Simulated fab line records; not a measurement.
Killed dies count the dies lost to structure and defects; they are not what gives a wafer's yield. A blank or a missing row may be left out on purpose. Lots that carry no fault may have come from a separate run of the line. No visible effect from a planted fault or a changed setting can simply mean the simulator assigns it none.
Which tool did it? + flow n5-finfet + 24 lots with 72 wafers sampled at 2 steps, on a route of 1938 steps

## WHAT THE GAUGES READ, wafer by wafer
N5_BEOL_M2_RS_MEAS_58: uses a four-point probe to measure.
| lot  | measured     | on            | M2_RS (ohm/sq) |
|------|--------------|---------------|----------------|
| L074 | day 6 20:01  | film-metro-02 | 0.63 0.70 0.64 |
| L075 | day 7 09:34  | film-metro-02 | 0.71 0.68 0.73 |
| L077 | day 7 10:04  | film-metro-02 | 0.68 0.64 0.68 |
| L076 | day 7 11:02  | film-metro-01 | 0.63 0.61 0.62 |
| L078 | day 8 00:08  | film-metro-02 | 0.66 0.62 0.65 |
| L079 | day 8 14:37  | film-metro-02 | 0.71 0.68 0.69 |
| L080 | day 8 16:26  | film-metro-01 | 0.66 0.71 0.67 |
| L082 | day 9 03:21  | film-metro-02 | 0.68 0.66 0.66 |
| L081 | day 9 08:58  | film-metro-01 | 0.64 0.69 0.66 |
| L083 | day 9 14:26  | film-metro-02 | 0.72 0.66 0.70 |
| L084 | day 9 23:18  | film-metro-02 | 0.69 0.74 0.66 |
| L085 | day 10 05:35 | film-metro-02 | 0.67 0.65 0.67 |
| L087 | day 10 11:37 | film-metro-02 | 0.65 0.58 0.64 |
| L086 | day 10 14:46 | film-metro-01 | 0.64 0.67 0.68 |
| L088 | day 10 17:46 | film-metro-01 | 0.64 0.62 0.66 |
| L089 | day 10 22:29 | film-metro-01 | 0.71 0.69 0.71 |
| L090 | day 11 03:53 | film-metro-02 | 0.69 0.69 0.68 |
| L091 | day 11 11:28 | film-metro-02 | 0.70 0.70 0.68 |
| L092 | day 11 14:50 | film-metro-01 | 0.67 0.72 0.64 |
| L093 | day 11 22:19 | film-metro-01 | 0.67 0.66 0.68 |
| L095 | day 12 07:26 | film-metro-02 | 0.67 0.65 0.67 |
| L094 | day 12 15:08 | film-metro-02 | 0.65 0.69 0.65 |
| L096 | day 12 20:31 | film-metro-02 | 0.67 0.70 0.66 |
| L097 | day 14 05:25 | film-metro-01 | 0.65 0.63 0.64 |

N5_BEOL_M3_CD_MEAS_11 targets a cd of 17.05 nm.
| lot  | measured     | on        | cd-nm (nm)        |
|------|--------------|-----------|-------------------|
| L074 | day 6 22:59  | cd-sem-02 | 17.05 17.42 17.29 |
| L075 | day 7 10:54  | cd-sem-03 | 17.41 17.35 17.13 |
| L077 | day 7 11:00  | cd-sem-01 | 17.26 17.41 16.95 |
| L076 | day 7 11:41  | cd-sem-01 | 17.11 17.40 17.24 |
| L078 | day 8 01:25  | cd-sem-01 | 17.10 16.72 17.14 |
| L079 | day 8 16:44  | cd-sem-01 | 17.04 17.03 17.37 |
| L080 | day 8 17:39  | cd-sem-03 | 17.42 17.66 17.21 |
| L082 | day 9 06:34  | cd-sem-03 | 17.14 17.20 17.21 |
| L081 | day 9 09:43  | cd-sem-02 | 17.34 16.79 17.39 |
| L083 | day 9 16:59  | cd-sem-03 | 16.89 17.07 16.92 |
| L084 | day 10 00:35 | cd-sem-01 | 16.95 17.21 16.83 |
| L085 | day 10 06:56 | cd-sem-02 | 17.20 16.63 17.05 |
| L087 | day 10 13:50 | cd-sem-02 | 17.22 17.36 16.86 |
| L086 | day 10 17:25 | cd-sem-02 | 17.07 16.76 16.93 |
| L088 | day 10 19:03 | cd-sem-03 | 16.91 16.81 16.74 |
| L089 | day 11 00:04 | cd-sem-01 | 16.97 17.34 16.94 |
| L090 | day 11 04:59 | cd-sem-03 | 16.94 16.94 16.92 |
| L091 | day 11 12:30 | cd-sem-02 | 16.87 16.84 16.85 |
| L092 | day 11 17:56 | cd-sem-01 | 16.86 16.81 17.35 |
| L093 | day 12 00:33 | cd-sem-03 | 17.17 17.12 17.09 |
| L095 | day 12 10:26 | cd-sem-02 | 16.86 17.23 17.09 |
| L094 | day 12 16:34 | cd-sem-01 | 17.11 16.71 17.29 |
| L096 | day 12 23:20 | cd-sem-03 | 17.01 17.29 17.20 |
| L097 | day 14 07:51 | cd-sem-01 | 16.79 17.17 16.72 |

## WHAT TOOL EACH LOT RAN ON (gives the tool, then ch and the chambers of the sampled wafers, and finally the start)
No process step before these readings appears in the record.

## WHAT THE TOOLS THEMSELVES READ (means of the sampled wafers that have a number; where no wafer has one, the mark that the record gives instead)
The record holds no such reading with a usual standard deviation.

## THE ANSWER, worked out from the rows above alone
Rule: usual is defined by the lots themselves. Put in order of their means at a reading, lots are off if they are a third of the lots or fewer, leave a main group of 4 or more, and stand apart from it by a gap of 3 or more times the standard deviation of the main group's means; of several such gaps the widest counts. A main group whose means are all the same, to the digits that the tables above print for the reading, isn't used. A lot without any number at a reading at which 4 lots or more have one is off too. All remaining lots with rows at the step are treated as sound. After the gauges, taken in route order, come the tools' own readings; for these a lot's mean is taken, as printed above. At the first step where some lot is off, the reading lying furthest off is the one used; lots without a number count as furthest.
No lot is off on any of the readings shown, so nothing can be concluded from this.

## WHAT WAS PUT IN BY THE SIMULATOR
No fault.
